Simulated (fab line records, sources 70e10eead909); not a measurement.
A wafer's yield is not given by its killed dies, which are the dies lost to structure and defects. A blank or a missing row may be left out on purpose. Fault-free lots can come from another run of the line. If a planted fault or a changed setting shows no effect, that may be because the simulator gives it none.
Which tool was responsible? || flow nand harc || 14 lots with 40 wafers sampled at 5 steps, on a route of 1159 steps

WHAT THE GAUGES SHOWED, per wafer
NHARC_A_CONTACT_INSPECT_23.
{"lot": "L952", "measured": "day 17 10:11", "on": "defect inspect-02", "raw defect count": "332 372 255"}
{"lot": "L953", "measured": "day 17 11:54", "on": "defect inspect-01", "raw defect count": "382 294 251"}
{"lot": "L954", "measured": "day 18 03:32", "on": "defect inspect-01", "raw defect count": "303 337 563"}
{"lot": "L956", "measured": "day 18 05:23", "on": "defect inspect-02", "raw defect count": "345 413 439"}
{"lot": "L955", "measured": "day 18 16:37", "on": "defect inspect-02", "raw defect count": "419 475 556"}
{"lot": "L958", "measured": "day 18 21:42", "on": "defect inspect-01", "raw defect count": "351 476 403"}
{"lot": "L959", "measured": "day 18 23:11", "on": "defect inspect-01", "raw defect count": "317 209 309"}
{"lot": "L960", "measured": "day 19 11:58", "on": "defect inspect-02", "raw defect count": "312 458 359"}
{"lot": "L962", "measured": "day 20 00:01", "on": "defect inspect-01", "raw defect count": "259 286 326"}
{"lot": "L963", "measured": "day 20 03:34", "on": "defect inspect-01", "raw defect count": "397 378 403"}
{"lot": "L965", "measured": "day 20 13:05", "on": "defect inspect-01", "raw defect count": "364 282"}
{"lot": "L967", "measured": "day 20 19:50", "on": "defect inspect-02", "raw defect count": "677 352"}
{"lot": "L974", "measured": "day 22 11:27", "on": "defect inspect-01", "raw defect count": "461 445 388"}
{"lot": "L975", "measured": "day 22 19:11", "on": "defect inspect-02", "raw defect count": "263 418 491"}

NHARC_END_SORT_01.
{"lot": "L967", "measured": "day 23 10:17", "on": "prober-02", "killed at array": "38 34", "killed at other": "2 1", "killed at periphery": "3 3", "killed dies": "43 38", "killed open": "3 2", "killed short": "2 4"}

WHAT TOOL EACH LOT RAN ON (gives the tool, then ch and the chambers of the sampled wafers, and finally the start)
{"lot": "L952", "NHARC_A_CONTACT_ETCH_135": "har cap etch-03 ch 0,1, day 17 00:54", "NHARC_A_CONTACT_ETCH_138": "har cap etch-03 ch 0,1, day 17 01:16", "NHARC_A_CONTACT_ALD_18": "ald metal-01 ch 1,2,3, day 17 03:01"}
{"lot": "L953", "NHARC_A_CONTACT_ETCH_135": "har cap etch-02 ch 0,1, day 17 07:03", "NHARC_A_CONTACT_ETCH_138": "har cap etch-02 ch 0,1, day 17 07:25", "NHARC_A_CONTACT_ALD_18": "ald metal-04 ch 2,3, day 17 09:05"}
{"lot": "L954", "NHARC_A_CONTACT_ETCH_135": "har cap etch-02 ch 0,1, day 17 21:20", "NHARC_A_CONTACT_ETCH_138": "har cap etch-02 ch 0,1, day 17 21:41", "NHARC_A_CONTACT_ALD_18": "ald metal-01 ch 2,3, day 17 23:23"}
{"lot": "L956", "NHARC_A_CONTACT_ETCH_135": "har cap etch-02 ch 0,1, day 18 01:53", "NHARC_A_CONTACT_ETCH_138": "har cap etch-02 ch 0,1, day 18 02:15", "NHARC_A_CONTACT_ALD_18": "ald metal-01 ch 0,2,3, day 18 03:53"}
{"lot": "L955", "NHARC_A_CONTACT_ETCH_135": "har cap etch-02 ch 0,1, day 18 07:05", "NHARC_A_CONTACT_ETCH_138": "har cap etch-02 ch 0,1, day 18 07:27", "NHARC_A_CONTACT_ALD_18": "ald metal-01 ch 0,2,3, day 18 09:16"}
{"lot": "L958", "NHARC_A_CONTACT_ETCH_135": "har cap etch-01 ch 0,1, day 18 17:08", "NHARC_A_CONTACT_ETCH_138": "har cap etch-01 ch 0,1, day 18 17:30", "NHARC_A_CONTACT_ALD_18": "ald metal-03 ch 0,1,3, day 18 19:23"}
{"lot": "L959", "NHARC_A_CONTACT_ETCH_135": "har cap etch-01 ch 0,1, day 18 19:40", "NHARC_A_CONTACT_ETCH_138": "har cap etch-01 ch 0,1, day 18 20:02", "NHARC_A_CONTACT_ALD_18": "ald metal-04 ch 0,3, day 18 21:42"}
{"lot": "L960", "NHARC_A_CONTACT_ETCH_135": "har cap etch-03 ch 0,1, day 19 07:50", "NHARC_A_CONTACT_ETCH_138": "har cap etch-03 ch 0,1, day 19 08:12", "NHARC_A_CONTACT_ALD_18": "ald metal-01 ch 0,3, day 19 09:55"}
{"lot": "L962", "NHARC_A_CONTACT_ETCH_135": "har cap etch-02 ch 0, day 19 12:44", "NHARC_A_CONTACT_ETCH_138": "har cap etch-02 ch 0, day 19 13:05", "NHARC_A_CONTACT_ALD_18": "ald metal-04 ch 0,1,2, day 19 14:52"}
{"lot": "L963", "NHARC_A_CONTACT_ETCH_135": "har cap etch-02 ch 0,1, day 19 20:32", "NHARC_A_CONTACT_ETCH_138": "har cap etch-02 ch 0,1, day 19 20:53", "NHARC_A_CONTACT_ALD_18": "ald metal-04 ch 1,3, day 19 22:31"}
{"lot": "L965", "NHARC_A_CONTACT_ETCH_135": "har cap etch-02 ch 0, day 20 09:15", "NHARC_A_CONTACT_ETCH_138": "har cap etch-02 ch 0, day 20 09:37", "NHARC_A_CONTACT_ALD_18": "ald metal-04 ch 0,2, day 20 11:38"}
{"lot": "L967", "NHARC_A_CONTACT_ETCH_135": "har cap etch-02 ch 0,1, day 20 14:56", "NHARC_A_CONTACT_ETCH_138": "har cap etch-02 ch 0,1, day 20 15:18", "NHARC_A_CONTACT_ALD_18": "ald metal-04 ch 0,3, day 20 17:01"}
{"lot": "L974", "NHARC_A_CONTACT_ETCH_135": "har cap etch-02 ch 0,1, day 22 04:10", "NHARC_A_CONTACT_ETCH_138": "har cap etch-02 ch 0,1, day 22 04:49", "NHARC_A_CONTACT_ALD_18": "ald metal-03 ch 1,2,3, day 22 06:53"}
{"lot": "L975", "NHARC_A_CONTACT_ETCH_135": "har cap etch-02 ch 0,1, day 22 15:29", "NHARC_A_CONTACT_ETCH_138": "har cap etch-02 ch 0,1, day 22 15:58", "NHARC_A_CONTACT_ALD_18": "ald metal-03 ch 0,1,3, day 22 17:41"}
- NHARC_A_CONTACT_ETCH_135: etches the open film in C4F8/O2/Ar, time 132 s, target depth 1287 nm.
- NHARC_A_CONTACT_ETCH_138: etches the open film in C4F8/O2/Ar, time 132 s, target depth 1289 nm.
- NHARC_A_CONTACT_ALD_18: deposits TiN, target thk 3 nm, pulse time 1 s, ald cycles 150.

AS READ BY THE TOOLS THEMSELVES (means over the sampled wafers that have a number; for cases with no such wafer, the mark the record gives instead)
NHARC_A_CONTACT_ALD_18.
{"lot": "L952", "tool": "ald metal-01", "heater power w (W)": 1073, "precursor pulse height rel": 1.007}
{"lot": "L953", "tool": "ald metal-04", "heater power w (W)": 1088, "precursor pulse height rel": 1.032}
{"lot": "L954", "tool": "ald metal-01", "heater power w (W)": 1174, "precursor pulse height rel": 1.017}
{"lot": "L956", "tool": "ald metal-01", "heater power w (W)": 1125, "precursor pulse height rel": 1.005}
{"lot": "L955", "tool": "ald metal-01", "heater power w (W)": 1127, "precursor pulse height rel": 1.018}
{"lot": "L958", "tool": "ald metal-03", "heater power w (W)": 1188, "precursor pulse height rel": 1.003}
{"lot": "L959", "tool": "ald metal-04", "heater power w (W)": 1173, "precursor pulse height rel": 1.001}
{"lot": "L960", "tool": "ald metal-01", "heater power w (W)": 1114, "precursor pulse height rel": 0.970}
{"lot": "L962", "tool": "ald metal-04", "heater power w (W)": 1121, "precursor pulse height rel": 1.012}
{"lot": "L963", "tool": "ald metal-04", "heater power w (W)": 1104, "precursor pulse height rel": 1.002}
{"lot": "L965", "tool": "ald metal-04", "heater power w (W)": 1126, "precursor pulse height rel": 1.022}
{"lot": "L967", "tool": "ald metal-04", "heater power w (W)": 1191, "precursor pulse height rel": 1.020}
{"lot": "L974", "tool": "ald metal-03", "heater power w (W)": 1102, "precursor pulse height rel": 1.014}
{"lot": "L975", "tool": "ald metal-03", "heater power w (W)": 1120, "precursor pulse height rel": 0.994}

THE ANSWER, worked out from the rows above alone
Rule: the lots themselves supply what counts as usual. The widest of any qualifying gaps counts: lots, ordered by their means at a reading, are off when they make up no more than a third of the lots, leave a main group of 4 or more, and stand apart from it by 3 or more times the standard deviation of that group's means. The tables above print the reading to a certain number of digits; a main group whose means all agree to those digits is not used. A lot without any number at a reading at which 4 lots or more have one is off too. Where the step has rows for the other lots, those lots are counted as sound. The gauges are gone through in route order, then the tools' own readings, and for those a lot's mean is taken as printed above. The first step at which some lot is off is used, and at that step the reading that is off furthest; a lot without a number counts as furthest.
No lot is off at any reading shown: from this, nothing can be told.

WHAT WAS PUT IN BY THE SIMULATOR
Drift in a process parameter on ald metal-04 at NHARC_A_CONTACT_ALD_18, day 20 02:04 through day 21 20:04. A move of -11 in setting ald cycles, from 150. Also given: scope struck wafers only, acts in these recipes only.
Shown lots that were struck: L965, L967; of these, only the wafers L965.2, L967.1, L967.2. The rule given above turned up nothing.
